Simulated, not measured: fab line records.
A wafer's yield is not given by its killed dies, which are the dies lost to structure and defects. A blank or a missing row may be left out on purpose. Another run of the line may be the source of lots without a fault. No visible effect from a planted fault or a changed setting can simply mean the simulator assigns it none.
2 desks, one fault + flow n5Finfet + numbers are kept per desk, each desk with only its own; the story behind them comes last

== THE TOOL OWNER'S DESK: rieDiel-05 ==
The tool's own readings at N5_FIN_SAQP_HM_OPEN_33 (chemistry CH3F/O2, target SiNx, target depth 49.4 nm, time 70.6 s): means of the sampled wafers that have a number, for each lot that ran on this tool. Marked OUT: a lot whose mean sits more than 4 standard deviations from the usual mean, which makes it out of limits; the brackets give that distance.
Columns: A = drypumpMotorCurrentA at N5_FIN_SAQP_HM_OPEN_33, usual 5.6 A; B = etchRfOnTimeS at N5_FIN_SAQP_HM_OPEN_33, usual 69.5 s; C = oes_o_777_au at N5_FIN_SAQP_HM_OPEN_33, usual 0.75 a.u.; D = oesProductAu at N5_FIN_SAQP_HM_OPEN_33, usual 0.63 a.u.; E = rfVppV at N5_FIN_SAQP_HM_OPEN_33, usual 295 V; F = showerheadPlenumPTorr at N5_FIN_SAQP_HM_OPEN_33, usual 2.00 Torr; G = throttleValvePct at N5_FIN_SAQP_HM_OPEN_33, usual 16.33 %
| lot  | first seen here | A   | B    | C    | D    | E   | F    | G     |
|------|-----------------|-----|------|------|------|-----|------|-------|
| L198 | day 3 10:40     | 5.5 | 69.0 | 0.76 | 0.64 | 292 | 2.00 | 16.40 |
| L202 | day 4 07:49     | 5.3 | 71.2 | 0.73 | 0.62 | 288 | 1.99 | 16.26 |
| L203 | day 4 14:05     | 5.5 | 68.1 | 0.76 | 0.63 | 291 | 1.99 | 16.41 |
| L204 | day 4 21:36     | 5.0 | 70.8 | 0.76 | 0.62 | 292 | 2.04 | 16.20 |
| L214 | day 7 09:09     | 4.9 | 64.5 | 0.75 | 0.65 | 293 | 2.04 | 16.28 |
This desk's verdict: no lot among the 5 shows anything out of limits.

== THE METROLOGY DESK ==
Means of the sampled wafers that have a number, per lot and without regard to the tool the lot ran on: this is what the gauges read. Marked OUT: a lot whose mean sits more than 4 standard deviations from the usual mean, which makes it out of limits; the brackets give that distance. It has 10 readings; the 7 that lie furthest out on some lot are the ones shown.
Columns: A = DIBL_N at N5_BEOL_M4_RC_MEAS_101, usual 37.0 mV/V; B = DIBL_P at N5_BEOL_M4_RC_MEAS_101, usual 37.3 mV/V; C = IOFF_N at N5_BEOL_M4_RC_MEAS_101, usual 0.17 nA/um; D = IOFF_P at N5_BEOL_M4_RC_MEAS_101, usual 0.23 nA/um; E = ION_N at N5_BEOL_M4_RC_MEAS_101, usual 675 uA/um; F = SS_P at N5_BEOL_M4_RC_MEAS_101, usual 73.6 mV/dec; G = VT_P at N5_BEOL_M4_RC_MEAS_101, usual -250 mV
| lot  | first seen here | A    | B    | C    | D    | E   | F    | G    |
|------|-----------------|------|------|------|------|-----|------|------|
| L193 | day 7 23:18     | 40.4 | 40.4 | 0.25 | 0.31 | 689 | 74.9 | -247 |
| L194 | day 8 02:19     | 37.9 | 38.6 | 0.20 | 0.24 | 677 | 74.9 | -249 |
| L199 | day 9 08:11     | 37.7 | 39.0 | 0.20 | 0.24 | 693 | 73.9 | -252 |
| L198 | day 9 09:13     | 37.1 | 39.1 | 0.20 | 0.28 | 682 | 73.0 | -246 |
| L202 | day 10 06:52    | 38.5 | 38.7 | 0.21 | 0.30 | 688 | 73.7 | -244 |
| L203 | day 10 09:41    | 34.5 | 32.9 | 0.12 | 0.19 | 668 | 72.6 | -249 |
| L204 | day 10 19:25    | 37.2 | 36.2 | 0.16 | 0.20 | 660 | 73.4 | -251 |
| L208 | day 12 11:37    | 37.8 | 38.5 | 0.17 | 0.23 | 676 | 73.4 | -250 |
| L214 | day 13 20:28    | 38.9 | 37.3 | 0.18 | 0.22 | 667 | 73.1 | -254 |
| L215 | day 14 07:43    | 37.8 | 38.9 | 0.19 | 0.27 | 681 | 73.9 | -247 |
This desk's verdict: no lot among the 10 shows anything out of limits.

== BROUGHT TOGETHER ==
The desk of the tool owner found nothing out of limits.
From the metrology desk's view, nothing was out of limits.

== WHAT THE SIMULATOR HAD INSERTED ==
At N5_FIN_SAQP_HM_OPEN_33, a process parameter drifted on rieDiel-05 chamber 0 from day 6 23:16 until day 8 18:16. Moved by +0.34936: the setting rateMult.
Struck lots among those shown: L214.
